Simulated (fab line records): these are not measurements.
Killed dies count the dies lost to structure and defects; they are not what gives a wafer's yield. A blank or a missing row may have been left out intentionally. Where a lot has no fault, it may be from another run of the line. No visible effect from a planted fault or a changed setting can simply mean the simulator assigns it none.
A struck lot beside a sound one :: flow nand_harc :: 17 out of 1159 route steps
Sound: these wafers, L569.1, L569.3, L569.6. Wafers L559.2, L559.5, L559.6 were the ones struck. At the end, the cause is stated.
For every step that has rows: the tool of each side, followed by ch and its chambers, followed by its first start. Under that, the readings that differ: sound wafers :: struck wafers :: difference of the means :: sigmas: that difference in standard deviations of wafers without a fault.
alike: readings with means less than 2 such deviations apart, plus words and numbers identical on both sides. not compared: withheld readings, readings lacking a value on some wafer, bounds such as >300 that could conceal the same value, and numbers that have no deviation in the record and whose values overlap.
Wherever a step has rows on one side only, a row that says differs or no value, or a row with sigmas, the two part there. Non-overlapping numbers with no deviation appear without sigmas and do not part them. A reading missing from all wafers of one side parts the sides only when that side holds two or more wafers.

first, 6 steps without rows for these wafers: NHARC_THIN_TSV_COAT_27; NHARC_THIN_TSV_SOFTBAKE_28 (time 95 s); NHARC_THIN_TSV_EBR_29; NHARC_THIN_TSV_EXPOSE_30 (exposes mask PAD); NHARC_THIN_TSV_PEB_31 (peb time 85 s); NHARC_THIN_TSV_DEVELOP_32 (time 70 s).
NHARC_THIN_TSV_CD_MEAS_33: the cd target is 5000 nm.
  sound on cd_sem-03 ch 0, day 23 10:49; struck on cd_sem-01 ch 0, day 21 03:18
  alike: cd_nm
then, 1 step without rows for these wafers: NHARC_THIN_TSV_HARDBAKE_34 (time 80 s).
NHARC_THIN_TSV_DESCUM_35: chemistry O2, time 3 s.
  sound on rie_diel-01 ch 0,1, day 23 10:58; struck on rie_diel-01 ch 0,2,3, day 21 03:29
  alike: drypump_motor_current_A, oes_product_au, rf_vpp_V, showerhead_plenum_p_Torr, throttle_valve_pct
  not compared: rf_hours_counter_h
NHARC_THIN_TSV_ETCH_59: etches the open film in Cl2/BCl3, target depth 880 nm, time 138.1 s.
  sound on rie_metal-01 ch 1, day 23 11:13; struck on rie_metal-01 ch 0,1, day 21 03:35
  alike: drypump_motor_current_A, oes_product_au, throttle_valve_pct
  not compared: rf_hours_counter_h
NHARC_THIN_TSV_ETCH_36: etches the open film in Cl2/BCl3, target depth 65 nm, time 18.571 s.
  sound on rie_metal-01 ch 0,1, day 23 11:26; struck on rie_metal-01 ch 0,1, day 21 03:50
reading: oes_product_au (a.u.)
sound: 1.000 1.003 1.014
struck: 0.992 0.991 0.990
difference: -0.015
sigmas: -2
  alike: drypump_motor_current_A
  not compared: rf_hours_counter_h
NHARC_THIN_TSV_STRIP_56: strips in O2.
  sound on plasma_asher-01 ch 0,1, day 23 11:32; struck on plasma_asher-01 ch 0,1, day 21 03:56
  alike: drypump_motor_current_A, heater_power_w, temp_c
  not compared: rf_hours_counter_h
NHARC_THIN_TSV_STRIP_57: strips in post etch residue remover, time 1200 s.
  sound on wet_bench-08 ch 3,5,7, day 23 11:53; struck on wet_bench-10 ch 1,2,7, day 21 04:19
  alike: temp_c
NHARC_THIN_TSV_CD_MEAS_37:
  sound on cd_sem-03, day 23 12:19; struck on cd_sem-01, day 21 04:44
  alike: cd_nm
then, 1 step without rows for these wafers: NHARC_THIN_TSV_ANNEAL_58 (time 1800 s).
NHARC_END_WLT_00:
  sound on prober-02, day 23 19:22; struck on prober-01, day 21 07:16
  alike: VT_DECK1_BOTTOM, VT_DECK1_BOTTOM_INNER, VT_DECK1_MEDIAN_NEAR_BOTTOM, VT_DECK1_MEDIAN_NEAR_BOTTOM_INNER, VT_DECK1_MIDDLE, VT_DECK1_MIDDLE_INNER, VT_DECK1_TOP, VT_DECK1_TOP_INNER
NHARC_END_SORT_01:
  sound on prober-02 ch 0, day 23 22:19; struck on prober-01 ch 0, day 21 10:35
reading: defect_limited_yield (%)
sound: 91.9 91.9 92.3
struck: 82.0 82.0 87.0
difference: -8.4
sigmas: -5

reading: killed_at_other
sound: 1 0 1
struck: 77 89 64
difference: +76
sigmas: +99 or more

reading: killed_dies
sound: 55 55 52
struck: 122 122 88
difference: +57
sigmas: +5

reading: sort_bin_2_pct (%)
sound: 1.0 3.0 3.0
struck: 8.0 7.1 6.6
difference: +4.9
sigmas: +7

reading: sort_bin_3_pct (%)
sound: 0.74 0.59 0.74
struck: 2.36 3.84 2.66
difference: +2.26
sigmas: +10

reading: sort_n_pass
sound: 622 622 625
struck: 555 555 589
difference: -57
sigmas: -5

reading: sort_yield_pct (%)
sound: 91.9 91.9 92.3
struck: 82.0 82.0 87.0
difference: -8.4
sigmas: -5
  alike: killed_at_array, killed_at_periphery, killed_open, killed_short, sort_bin_4_pct, sort_rim_yield_pct

WHERE THEY PART
At NHARC_THIN_TSV_ETCH_36 first; at NHARC_END_SORT_01 last (within this record only).

WHY: what the simulator had put in
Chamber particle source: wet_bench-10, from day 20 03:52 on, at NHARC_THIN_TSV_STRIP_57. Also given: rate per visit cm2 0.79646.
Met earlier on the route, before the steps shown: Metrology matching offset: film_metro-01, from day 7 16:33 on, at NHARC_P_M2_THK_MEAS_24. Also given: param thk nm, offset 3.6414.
